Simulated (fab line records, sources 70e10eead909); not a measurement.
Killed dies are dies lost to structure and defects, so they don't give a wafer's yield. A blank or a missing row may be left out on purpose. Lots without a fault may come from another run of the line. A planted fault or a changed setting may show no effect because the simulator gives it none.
Which tool did it? | flow nand_harc | 24 lots, 72 wafers sampled, at 6 steps of a route of 1159

WHAT THE GAUGES READ, wafer by wafer
The record holds no reading of a measuring or inspecting step that can be judged against a usual standard deviation.

WHICH TOOL RAN EACH LOT (tool, then ch and the chambers of the sampled wafers, then the start)
lot  | NHARC_A_STAIRCASE_TRIM_233                    | NHARC_A_STAIRCASE_ETCH_253         | NHARC_A_STAIRCASE_DEP_259       | NHARC_A_STAIRCASE_DEP_301       | NHARC_A_STAIRCASE_ETCH_313         | NHARC_A_STAIRCASE_ETCH_315
L074 | rie_diel-05 ch 1,2,3, day 11 03:17 or earlier | rie_diel-05 ch 2,3, day 11 03:17   | pecvd-03 ch 0,1,2, day 11 06:02 | pecvd-03 ch 0,1,2, day 11 11:08 | rie_diel-07 ch 0,2, day 11 12:14   | rie_diel-07 ch 0,3, no start
L076 | rie_diel-04 ch 0,1,3, day 12 00:01 or earlier | rie_diel-05 ch 0,2,3, day 12 00:01 | pecvd-02 ch 0,1,2, day 12 02:53 | pecvd-01 ch 0,1,2, day 12 08:02 | rie_diel-05 ch 0,3, day 12 08:55   | rie_diel-05 ch 2,3, no start
L077 | rie_diel-05 ch 1,2, day 12 00:18 or earlier   | rie_diel-04 ch 2,3, day 12 00:18   | pecvd-01 ch 0,1, day 12 04:20   | pecvd-02 ch 1,2, day 12 13:20   | rie_diel-07 ch 0,2,3, day 12 14:25 | rie_diel-07 ch 1,2,3, no start
L075 | rie_diel-04 ch 0,1,3, day 12 01:56 or earlier | rie_diel-07 ch 1,2, day 12 01:56   | pecvd-03 ch 1,2, day 12 04:51   | pecvd-03 ch 1,2, day 12 12:02   | rie_diel-07 ch 0,1,2, day 12 13:07 | rie_diel-07 ch 0,1,2, no start
L078 | rie_diel-04 ch 0,2,3, day 12 12:28 or earlier | rie_diel-07 ch 1,2,3, day 12 12:28 | pecvd-02 ch 0,1,2, day 12 15:29 | pecvd-01 ch 0,2, day 12 20:38   | rie_diel-05 ch 2,3, day 12 21:56   | rie_diel-05 ch 0,1, no start
L079 | rie_diel-07 ch 0,1,3, day 12 14:57 or earlier | rie_diel-05 ch 0,3, day 12 14:57   | pecvd-02 ch 1,2, day 12 17:46   | pecvd-02 ch 0,1,2, day 13 00:26 | rie_diel-07 ch 0,2, day 13 01:32   | rie_diel-07 ch 0,2,3, no start
L081 | rie_diel-04 ch 0,1,2, day 13 01:47 or earlier | rie_diel-05 ch 0,3, day 13 01:47   | pecvd-01 ch 0,1, day 13 04:44   | pecvd-02 ch 0,1,2, day 13 10:48 | rie_diel-04 ch 0,2,3, day 13 11:43 | rie_diel-04 ch 0,1,2, no start
L082 | rie_diel-05 ch 1,2,3, day 13 05:31 or earlier | rie_diel-05 ch 0,3, day 13 05:31   | pecvd-02 ch 1,2, day 13 08:19   | pecvd-02 ch 0,1, day 13 15:07   | rie_diel-07 ch 0,2, day 13 16:11   | rie_diel-07 ch 0,2, no start
L080 | rie_diel-05 ch 0,2,3, day 13 11:25 or earlier | rie_diel-04 ch 2,3, day 13 11:25   | pecvd-02 ch 0,1, day 13 16:01   | pecvd-01 ch 1,2, day 13 21:11   | rie_diel-04 ch 0,1,3, day 13 22:14 | rie_diel-04 ch 0,1,3, no start
L083 | rie_diel-05 ch 2,3, day 13 18:49 or earlier   | rie_diel-04 ch 0,1, day 13 18:49   | pecvd-03 ch 0,1, day 13 21:37   | pecvd-01 ch 0,1,2, day 14 03:45 | rie_diel-04 ch 0,3, day 14 05:14   | rie_diel-04 ch 0,1,3, no start
L085 | rie_diel-05 ch 0,1,2, day 13 21:38 or earlier | rie_diel-04 ch 0,1,2, day 13 21:38 | pecvd-01 ch 1,2, day 14 01:03   | pecvd-01 ch 0,2, day 14 07:17   | rie_diel-07 ch 1,2,3, day 14 08:20 | rie_diel-07 ch 0,1,3, no start
L084 | rie_diel-07 ch 0,2,3, day 13 23:46 or earlier | rie_diel-04 ch 1,2, day 13 23:46   | pecvd-02 ch 0,1,2, day 14 03:37 | pecvd-03 ch 0,1,2, day 14 10:41 | rie_diel-07 ch 1,2,3, day 14 11:41 | rie_diel-07 ch 0,1,2, no start
L086 | rie_diel-04 ch 1,2,3, day 14 14:35 or earlier | rie_diel-04 ch 0,1,2, day 14 14:35 | pecvd-02 ch 1,2, day 14 17:23   | pecvd-03 ch 0,2, day 14 23:50   | rie_diel-05 ch 0,1,3, day 15 00:53 | rie_diel-05 ch 0,1,2, no start
L087 | rie_diel-05 ch 0,2,3, day 14 15:14 or earlier | rie_diel-04 ch 0,2, day 14 15:14   | pecvd-02 ch 0,1,2, day 14 18:04 | pecvd-01 ch 1,2, day 15 01:15   | rie_diel-05 ch 1,2, day 15 02:18   | rie_diel-05 ch 0,1, no start
L089 | rie_diel-04 ch 1,2, day 14 22:47 or earlier   | rie_diel-04 ch 0,2,3, day 14 22:47 | pecvd-03 ch 0,2, day 15 02:42   | pecvd-03 ch 0,1,2, day 15 08:37 | rie_diel-04 ch 2,3, day 15 09:32   | rie_diel-04 ch 1,2, no start
L088 | rie_diel-07 ch 1,2,3, day 14 23:22 or earlier | rie_diel-04 ch 1,2,3, day 14 23:22 | pecvd-01 ch 1,2, day 15 03:05   | pecvd-01 ch 0,1,2, day 15 08:43 | rie_diel-07 ch 0,1,2, day 15 10:07 | rie_diel-07 ch 0,2,3, no start
L091 | rie_diel-07 ch 0,2,3, day 15 15:32 or earlier | rie_diel-04 ch 0,1,3, day 15 15:32 | pecvd-03 ch 0,1, day 15 18:19   | pecvd-02 ch 0,1, day 16 04:16   | rie_diel-04 ch 1,2,3, day 16 05:22 | rie_diel-04 ch 1,2,3, no start
L090 | rie_diel-04 ch 2,3, day 15 16:16 or earlier   | rie_diel-07 ch 0,1,3, day 15 16:16 | pecvd-03 ch 1,2, day 15 19:04   | pecvd-02 ch 0,1, day 16 06:09   | rie_diel-04 ch 2,3, day 16 07:10   | rie_diel-04 ch 0,2,3, no start
L092 | rie_diel-05 ch 1,2,3, day 15 21:47 or earlier | rie_diel-05 ch 1,2,3, day 15 21:47 | pecvd-01 ch 1,2, day 16 03:49   | pecvd-01 ch 0,1,2, day 16 11:17 | rie_diel-07 ch 1,2, day 16 12:13   | rie_diel-07 ch 1,2,3, no start
L093 | rie_diel-04 ch 0,1,3, day 15 21:56 or earlier | rie_diel-04 ch 0,2,3, day 15 21:56 | pecvd-03 ch 0,1, day 16 05:41   | pecvd-03 ch 0,1, day 16 12:56   | rie_diel-07 ch 2,3, day 16 14:05   | rie_diel-07 ch 2,3, no start
L094 | rie_diel-04 ch 1,2,3, day 16 05:07 or earlier | rie_diel-05 ch 1,2,3, day 16 05:07 | pecvd-02 ch 1,2, day 16 09:22   | pecvd-01 ch 0,1,2, day 16 17:02 | rie_diel-05 ch 0,1,3, day 16 18:10 | rie_diel-05 ch 0,1,3, no start
L095 | rie_diel-04 ch 0,1,3, day 16 06:17 or earlier | rie_diel-05 ch 0,1,3, day 16 06:17 | pecvd-02 ch 1,2, day 16 11:34   | pecvd-02 ch 0,1, day 16 18:52   | rie_diel-04 ch 0,2,3, day 16 19:58 | rie_diel-04 ch 0,1,2, no start
L097 | rie_diel-05 ch 0,1, day 16 20:47 or earlier   | rie_diel-05 ch 0,3, day 16 20:47   | pecvd-02 ch 0,1,2, day 17 00:15 | pecvd-01 ch 0,1,2, day 17 05:35 | rie_diel-05 ch 0,2,3, day 17 06:42 | rie_diel-05 ch 0,1, no start
L096 | rie_diel-07 ch 1,2,3, day 17 05:16 or earlier | rie_diel-05 ch 0,2,3, day 17 05:16 | pecvd-02 ch 1,2, day 17 08:09   | pecvd-03 ch 0,2, day 17 13:51   | rie_diel-07 ch 0,1,3, day 17 15:02 | rie_diel-07 ch 0,2,3, no start
- NHARC_A_STAIRCASE_TRIM_233: chemistry O2, time 211.2 s.
- NHARC_A_STAIRCASE_ETCH_253: etches the open film in C4F8/O2, target depth 50 nm, time 20.2 s.
- NHARC_A_STAIRCASE_DEP_259: deposits SiON, target thk 30 nm.
- NHARC_A_STAIRCASE_DEP_301: deposits SiON, target thk 30 nm.
- NHARC_A_STAIRCASE_ETCH_313: etches the open film in CF4/CHF3.
- NHARC_A_STAIRCASE_ETCH_315: etches the open film in C4F8/O2/Ar, target depth 2500 nm, time 607.1 s.

WHAT THE TOOLS THEMSELVES READ (means of the sampled wafers that have a number; where no wafer has one, the mark that the record gives instead)
NHARC_A_STAIRCASE_TRIM_233. Usual: drypump_motor_current_A 5.8 A, standard deviation 0.46; oes_product_au 1.004 a.u., standard deviation 0.009; rf_vpp_V 57.9 V, standard deviation 1; showerhead_plenum_p_Torr 3.58 Torr, standard deviation 0.15; throttle_valve_pct 17.038 %, standard deviation 0.0094.
lot  | tool        | drypump_motor_current_A (A) | oes_product_au (a.u.) | rf_vpp_V (V) | showerhead_plenum_p_Torr (Torr) | throttle_valve_pct (%) | flag
L074 | rie_diel-05 | 5.8                         | 1.012                 | 57.4         | 3.67                            | 17.040                 |
L076 | rie_diel-04 | 6.0                         | 1.000                 | 56.8         | 3.52                            | 17.041                 |
L077 | rie_diel-05 | 6.2                         | 1.005                 | 58.4         | 3.63                            | 17.032                 |
L075 | rie_diel-04 | 6.0                         | 0.993                 | 57.3         | 3.52                            | 17.037                 |
L078 | rie_diel-04 | 6.1                         | 0.999                 | 57.3         | 3.59                            | 17.034                 |
L079 | rie_diel-07 | 5.7                         | 1.004                 | 57.0         | 3.53                            | 17.041                 |
L081 | rie_diel-04 | 6.1                         | 0.996                 | 56.7         | 3.49                            | 17.037                 |
L082 | rie_diel-05 | 5.8                         | 1.010                 | 58.5         | 3.66                            | 17.051                 |
L080 | rie_diel-05 | 5.5                         | 1.003                 | 58.9         | 3.72                            | 17.038                 |
L083 | rie_diel-05 | 5.4                         | 1.014                 | 58.3         | 3.69                            | 17.036                 |
L085 | rie_diel-05 | 5.9                         | 1.005                 | 58.4         | 3.69                            | 17.035                 |
L084 | rie_diel-07 | 5.3                         | 0.995                 | 58.3         | 3.59                            | 17.035                 |
L086 | rie_diel-04 | 5.9                         | 1.005                 | 57.8         | 3.47                            | 17.031                 |
L087 | rie_diel-05 | 5.5                         | 1.005                 | 58.3         | 3.72                            | 17.038                 |
L089 | rie_diel-04 | 5.9                         | 0.999                 | 58.7         | 3.45                            | 17.035                 |
L088 | rie_diel-07 | 5.5                         | 1.003                 | 56.9         | 3.54                            | 17.041                 |
L091 | rie_diel-07 | 5.3                         | 0.996                 | 58.7         | 3.58                            | 17.041                 |
L090 | rie_diel-04 | 5.9                         | 0.998                 | 57.7         | 3.55                            | 17.032                 |
L092 | rie_diel-05 | 5.8                         | 1.008                 | 58.3         | 3.65                            | 17.042                 |
L093 | rie_diel-04 | 6.0                         | 1.015                 | 59.1         | 3.51                            | 17.033                 |
L094 | rie_diel-04 | 5.9                         | 1.004                 | 57.8         | 3.46                            | 17.033                 |
L095 | rie_diel-04 | 6.0                         | 1.009                 | 57.4         | 3.50                            | 17.042                 |
L097 | rie_diel-05 | 5.6                         | 1.002                 | 58.2         | 3.66                            | 17.041                 |
L096 | rie_diel-07 | 5.6                         | 1.009                 | 57.9         | 3.53                            | 17.036                 |

NHARC_A_STAIRCASE_ETCH_253. Usual: oes_product_au 0.958 a.u., standard deviation 0.016; rf_vpp_V 898 V, standard deviation 5.2.
lot  | tool        | oes_product_au (a.u.) | rf_vpp_V (V) | flag
L074 | rie_diel-05 | 0.976                 | 904          |
L076 | rie_diel-05 | 0.970                 | 903          |
L077 | rie_diel-04 | 0.955                 | 896          |
L075 | rie_diel-07 | 0.944                 | 893          |
L078 | rie_diel-07 | 0.957                 | 896          |
L079 | rie_diel-05 | 0.985                 | 902          |
L081 | rie_diel-05 | 0.953                 | 903          |
L082 | rie_diel-05 | 0.971                 | 903          |
L080 | rie_diel-04 | 0.966                 | 897          |
L083 | rie_diel-04 | 0.980                 | 897          |
L085 | rie_diel-04 | 0.974                 | 894          |
L084 | rie_diel-04 | 0.964                 | 891          |
L086 | rie_diel-04 | 0.957                 | 895          |
L087 | rie_diel-04 | 0.937                 | 899          |
L089 | rie_diel-04 | 0.951                 | 899          |
L088 | rie_diel-04 | 0.963                 | 894          |
L091 | rie_diel-04 | 0.935                 | 895          |
L090 | rie_diel-07 | 0.962                 | 895          |
L092 | rie_diel-05 | 0.953                 | 900          |
L093 | rie_diel-04 | 0.943                 | 897          |
L094 | rie_diel-05 | 0.975                 | 901          |
L095 | rie_diel-05 | 0.963                 | 899          |
L097 | rie_diel-05 | 0.934                 | 901          |
L096 | rie_diel-05 | 0.933                 | 902          |

NHARC_A_STAIRCASE_DEP_259. Usual: heater_power_w 735 W, standard deviation 110.
lot  | tool     | heater_power_w (W) | flag
L074 | pecvd-03 | 762                |
L076 | pecvd-02 | 696                |
L077 | pecvd-01 | 670                |
L075 | pecvd-03 | 721                |
L078 | pecvd-02 | 734                |
L079 | pecvd-02 | 795                |
L081 | pecvd-01 | 601                |
L082 | pecvd-02 | 819                |
L080 | pecvd-02 | 777                |
L083 | pecvd-03 | 714                |
L085 | pecvd-01 | 786                |
L084 | pecvd-02 | 717                |
L086 | pecvd-02 | 787                |
L087 | pecvd-02 | 714                |
L089 | pecvd-03 | 720                |
L088 | pecvd-01 | 879                |
L091 | pecvd-03 | 791                |
L090 | pecvd-03 | 689                |
L092 | pecvd-01 | 791                |
L093 | pecvd-03 | 760                |
L094 | pecvd-02 | 798                |
L095 | pecvd-02 | 757                |
L097 | pecvd-02 | 732                |
L096 | pecvd-02 | 855                |

NHARC_A_STAIRCASE_DEP_301. Usual: heater_power_w 745 W, standard deviation 110.
lot  | tool     | heater_power_w (W) | flag
L074 | pecvd-03 | 753                |
L076 | pecvd-01 | 734                |
L077 | pecvd-02 | 773                |
L075 | pecvd-03 | 735                |
L078 | pecvd-01 | 824                |
L079 | pecvd-02 | 682                |
L081 | pecvd-02 | 729                |
L082 | pecvd-02 | 679                |
L080 | pecvd-01 | 796                |
L083 | pecvd-01 | 755                |
L085 | pecvd-01 | 764                |
L084 | pecvd-03 | 810                |
L086 | pecvd-03 | 819                |
L087 | pecvd-01 | 747                |
L089 | pecvd-03 | 764                |
L088 | pecvd-01 | 766                |
L091 | pecvd-02 | 717                |
L090 | pecvd-02 | 775                |
L092 | pecvd-01 | 751                |
L093 | pecvd-03 | 849                |
L094 | pecvd-01 | 749                |
L095 | pecvd-02 | 645                |
L097 | pecvd-01 | 722                |
L096 | pecvd-03 | 731                |

NHARC_A_STAIRCASE_ETCH_313. Usual: drypump_motor_current_A 5.6 A, standard deviation 0.48; oes_product_au 0.942 a.u., standard deviation 0.021; rf_vpp_V 371.1 V, standard deviation 2.3; showerhead_plenum_p_Torr 1.59 Torr, standard deviation 0.07; throttle_valve_pct 16.801 %, standard deviation 0.0091.
lot  | tool        | drypump_motor_current_A (A) | oes_product_au (a.u.) | rf_vpp_V (V) | showerhead_plenum_p_Torr (Torr) | throttle_valve_pct (%) | flag
L074 | rie_diel-07 | 5.0                         | 0.926                 | 370.5        | 1.57                            | 16.805                 |
L076 | rie_diel-05 | 5.2                         | 0.929                 | 372.6        | 1.66                            | 16.802                 |
L077 | rie_diel-07 | 5.2                         | 0.980                 | 371.5        | 1.61                            | 16.796                 |
L075 | rie_diel-07 | 5.4                         | 0.973                 | 369.1        | 1.53                            | 16.805                 |
L078 | rie_diel-05 | 5.9                         | 0.934                 | 373.5        | 1.67                            | 16.794                 |
L079 | rie_diel-07 | 5.0                         | 0.925                 | 370.9        | 1.56                            | 16.806                 |
L081 | rie_diel-04 | 6.0                         | 0.957                 | 371.2        | 1.60                            | 16.794                 |
L082 | rie_diel-07 | 5.2                         | 0.962                 | 370.1        | 1.55                            | 16.800                 |
L080 | rie_diel-04 | 6.0                         | 0.966                 | 370.0        | 1.57                            | 16.807                 |
L083 | rie_diel-04 | 6.0                         | 0.931                 | 371.6        | 1.61                            | 16.799                 |
L085 | rie_diel-07 | 5.5                         | 0.925                 | 371.2        | 1.58                            | 16.796                 |
L084 | rie_diel-07 | 5.5                         | 0.931                 | 370.6        | 1.58                            | 16.808                 |
L086 | rie_diel-05 | 5.5                         | 0.924                 | 372.9        | 1.63                            | 16.799                 |
L087 | rie_diel-05 | 6.3                         | 0.980                 | 373.6        | 1.65                            | 16.806                 |
L089 | rie_diel-04 | 5.9                         | 0.922                 | 371.3        | 1.57                            | 16.796                 |
L088 | rie_diel-07 | 5.4                         | 0.927                 | 368.8        | 1.53                            | 16.798                 |
L091 | rie_diel-04 | 5.9                         | 0.927                 | 369.5        | 1.54                            | 16.800                 |
L090 | rie_diel-04 | 5.9                         | 0.970                 | 369.7        | 1.57                            | 16.803                 |
L092 | rie_diel-07 | 5.6                         | 0.931                 | 368.4        | 1.50                            | 16.803                 |
L093 | rie_diel-07 | 5.4                         | 0.928                 | 373.9        | 1.65                            | 16.804                 |
L094 | rie_diel-05 | 5.5                         | 0.924                 | 372.4        | 1.62                            | 16.796                 |
L095 | rie_diel-04 | 6.0                         | 0.926                 | 371.9        | 1.59                            | 16.794                 |
L097 | rie_diel-05 | 5.5                         | 0.949                 | 372.9        | 1.65                            | 16.800                 |
L096 | rie_diel-07 | 5.7                         | 0.960                 | 369.9        | 1.56                            | 16.808                 |

NHARC_A_STAIRCASE_ETCH_315. Usual: oes_product_au 0.935 a.u., standard deviation 0.01; rf_vpp_V 1829 V, standard deviation 11.
lot  | tool        | oes_product_au (a.u.) | rf_vpp_V (V) | flag
L074 | rie_diel-07 | 0.932                 | 1839         |
L076 | rie_diel-05 | 0.939                 | 1839         |
L077 | rie_diel-07 | 0.944                 | 1828         |
L075 | rie_diel-07 | 0.945                 | 1820         |
L078 | rie_diel-05 | 0.930                 | 1834         |
L079 | rie_diel-07 | 0.937                 | 1832         |
L081 | rie_diel-04 | 0.941                 | 1824         |
L082 | rie_diel-07 | 0.942                 | 1825         |
L080 | rie_diel-04 | 0.931                 | 1826         |
L083 | rie_diel-04 | 0.935                 | 1826         |
L085 | rie_diel-07 | 0.928                 | 1826         |
L084 | rie_diel-07 | 0.927                 | 1819         |
L086 | rie_diel-05 | 0.930                 | 1838         |
L087 | rie_diel-05 | 0.935                 | 1837         |
L089 | rie_diel-04 | 0.924                 | 1821         |
L088 | rie_diel-07 | 0.936                 | 1830         |
L091 | rie_diel-04 | 0.933                 | 1822         |
L090 | rie_diel-04 | 0.943                 | 1830         |
L092 | rie_diel-07 | 0.933                 | 1827         |
L093 | rie_diel-07 | 0.939                 | 1838         |
L094 | rie_diel-05 | 0.923                 | 1835         |
L095 | rie_diel-04 | 0.941                 | 1824         |
L097 | rie_diel-05 | 0.925                 | 1832         |
L096 | rie_diel-07 | 0.927                 | 1830         |

THE ANSWER, worked out from the rows above alone
Rule: a lot is off if the mean of its wafers that have a number lies more than 3 standard deviations from the usual mean. A lot without any number at a reading at which 4 lots or more have one is off too. The other lots that the step has rows for count as sound. The gauges are gone through in route order, then the tools' own readings, and for those a lot's mean is taken as printed above. The first step at which some lot is off is used, and at that step the reading that is off furthest; a lot without a number counts as furthest.
No lot is off at any reading shown: from this, nothing can be told.

WHAT THE SIMULATOR HAD PUT IN
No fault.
